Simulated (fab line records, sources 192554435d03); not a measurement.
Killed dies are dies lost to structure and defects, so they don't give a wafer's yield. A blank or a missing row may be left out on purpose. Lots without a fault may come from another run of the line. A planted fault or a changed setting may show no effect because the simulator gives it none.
Split-lot experiment | flow n5_finfet | 7 lots, 39 wafers read, on a route of 1938 steps

THE SPLIT
At N5_HKMG_FIN_ETCH_32 (etches SOC in N2/H2, target depth 240 nm, time 300 s), the setting target_depth_a was moved away from the recipe's 2400 angstrom on 12 of the 39 wafers read, by -12.3% to +9.1%. The other wafers ran this setting at the recipe's value.

The reading is taken at the split's own step.

THE READING
SiARC_of_HKMG_FIN_COAT_30.thk_nm (the simulator's own value, which no gauge read), in nm, at N5_HKMG_FIN_ETCH_32 (etches SOC in N2/H2, target depth 240 nm, time 300 s). The file gives no usual value for it. The 27 wafers here that ran the recipe average 21.1 nm, standard deviation 0.18 nm.

wafer  | tool, chamber at the split | target_depth_a as run, angstrom | against the recipe | SiARC_of_HKMG_FIN_COAT_30.thk_nm, nm | against lot-mates on the recipe
L075.1 | rie_diel-01, 3             | 2400                            | recipe             | 20.8                                 | -
L075.4 | rie_diel-01, 1             | 2400                            | recipe             | 21                                   | -
L075.5 | rie_diel-01, 2             | 2400                            | recipe             | 21                                   | -
L076.1 | rie_diel-06, 3             | 2400                            | recipe             | 21.2                                 | -
L076.2 | rie_diel-06, 2             | 2400                            | recipe             | 21                                   | -
L076.3 | rie_diel-06, 1             | 2400                            | recipe             | 21                                   | -
L076.4 | rie_diel-06, 0             | 2598                            | +8.3%              | 20.6                                 | -0.5
L076.5 | rie_diel-06, 3             | 2598                            | +8.3%              | 20                                   | -1.1
L076.6 | rie_diel-06, 0             | 2598                            | +8.3%              | 20.6                                 | -0.5
L077.1 | rie_diel-04, 2             | 2600                            | +8.3%              | 19.8                                 | -1.5
L077.2 | rie_diel-04, 1             | 2400                            | recipe             | 21.4                                 | -
L077.3 | rie_diel-04, 0             | 2400                            | recipe             | 21.2                                 | -
L077.4 | rie_diel-04, 3             | 2400                            | recipe             | 21.2                                 | -
L077.5 | rie_diel-04, 2             | 2600                            | +8.3%              | 20                                   | -1.3
L077.6 | rie_diel-04, 3             | 2600                            | +8.3%              | 19.8                                 | -1.5
L081.1 | rie_diel-01, 1             | 2619                            | +9.1%              | 19.6                                 | -1.5
L081.2 | rie_diel-01, 3             | 2400                            | recipe             | 21                                   | -
L081.3 | rie_diel-01, 2             | 2400                            | recipe             | 21                                   | -
L081.4 | rie_diel-01, 0             | 2400                            | recipe             | 21.2                                 | -
L081.5 | rie_diel-01, 3             | 2619                            | +9.1%              | 19.8                                 | -1.3
L081.6 | rie_diel-01, 2             | 2619                            | +9.1%              | 19.8                                 | -1.3
L082.1 | rie_diel-04, 3             | 2400                            | recipe             | 21                                   | -
L082.2 | rie_diel-04, 2             | 2400                            | recipe             | 21.2                                 | -
L082.3 | rie_diel-04, 1             | 2400                            | recipe             | 21.4                                 | -
L082.4 | rie_diel-04, 1             | 2400                            | recipe             | 21.4                                 | -
L082.5 | rie_diel-04, 3             | 2400                            | recipe             | 21.2                                 | -
L082.6 | rie_diel-04, 2             | 2400                            | recipe             | 21.2                                 | -
L089.1 | rie_diel-01, 0             | 2400                            | recipe             | 21                                   | -
L089.2 | rie_diel-01, 2             | 2105                            | -12.3%             | 22.4                                 | +1.5
L089.3 | rie_diel-01, 3             | 2105                            | -12.3%             | 22.6                                 | +1.7
L089.4 | rie_diel-01, 1             | 2400                            | recipe             | 20.8                                 | -
L089.5 | rie_diel-01, 2             | 2105                            | -12.3%             | 22.4                                 | +1.5
L089.6 | rie_diel-01, 3             | 2400                            | recipe             | 20.8                                 | -
L092.1 | rie_diel-01, 1             | 2400                            | recipe             | 21                                   | -
L092.2 | rie_diel-01, 2             | 2400                            | recipe             | 21                                   | -
L092.3 | rie_diel-01, 3             | 2400                            | recipe             | 21                                   | -
L092.4 | rie_diel-01, 0             | 2400                            | recipe             | 21.4                                 | -
L092.5 | rie_diel-01, 2             | 2400                            | recipe             | 20.8                                 | -
L092.6 | rie_diel-01, 1             | 2400                            | recipe             | 21                                   | -

THE FIT
A straight line over all 39 wafers: SiARC_of_HKMG_FIN_COAT_30.thk_nm changes by -0.121 nm for each +1% of target_depth_a; r = -0.95; the points scatter about the line by 0.22 nm.
The same after taking each lot's own level away (the mean of its wafers on the recipe; 39 wafers): -0.132 nm for each +1%; r = -0.96; scatter 0.21 nm.
On that fit, the largest move of target_depth_a shifts the reading by 1.6 nm.
The lots' own levels span 20.87 to 21.27 nm, that is 2.2 times the standard deviation above.
So the lot-to-lot level changes the slope little: the two slopes agree.
Check: with one of the wafers moved furthest among these (-12.3%) left out of the fit, the line predicts +1.64 nm for it against its lot-mates. It came out at +1.53 nm against them.

OTHER SPLITS ON THESE WAFERS
These wafers also went through other splits before the reading. Each is held against what the fit with the lots' levels taken away leaves over:
other split on the same wafers | wafers away from the commonest value | r with SiARC_of_HKMG_FIN_COAT_30.thk_nm (lot level and that fit taken away)
N5_FIN_SAQP_ETCH_65 time_s     | 15                                   | -0.33
N5_SD_EPI_N_ETCH_35 time_s     | 15                                   | -0.04

THE WHOLE CHAIN: every reading that the file lists as answering this split, in the file's order
step                | what it does                                         | reading                                                                           | change (the file's fit)               | r (the file's)
N5_HKMG_FIN_ETCH_32 | etches SOC in N2/H2, target depth 240 nm, time 300 s | etch.depth_nm (the simulator's own value, which no gauge read)                    | +2.39 nm for each +1% of the setting  | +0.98
N5_HKMG_FIN_ETCH_32 | etches SOC in N2/H2, target depth 240 nm, time 300 s | HKMG_FIN.feature_depth_nm (the simulator's own value, which no gauge read)        | +2.39 nm for each +1% of the setting  | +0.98
N5_HKMG_FIN_ETCH_32 | etches SOC in N2/H2, target depth 240 nm, time 300 s | SiARC_of_HKMG_FIN_COAT_30.thk_nm (the simulator's own value, which no gauge read) | -0.132 nm for each +1% of the setting | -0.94

THE FILE'S OWN FIT
SiARC_of_HKMG_FIN_COAT_30.thk_nm changes by -0.132 nm for each +1% of target_depth_a, r = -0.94.
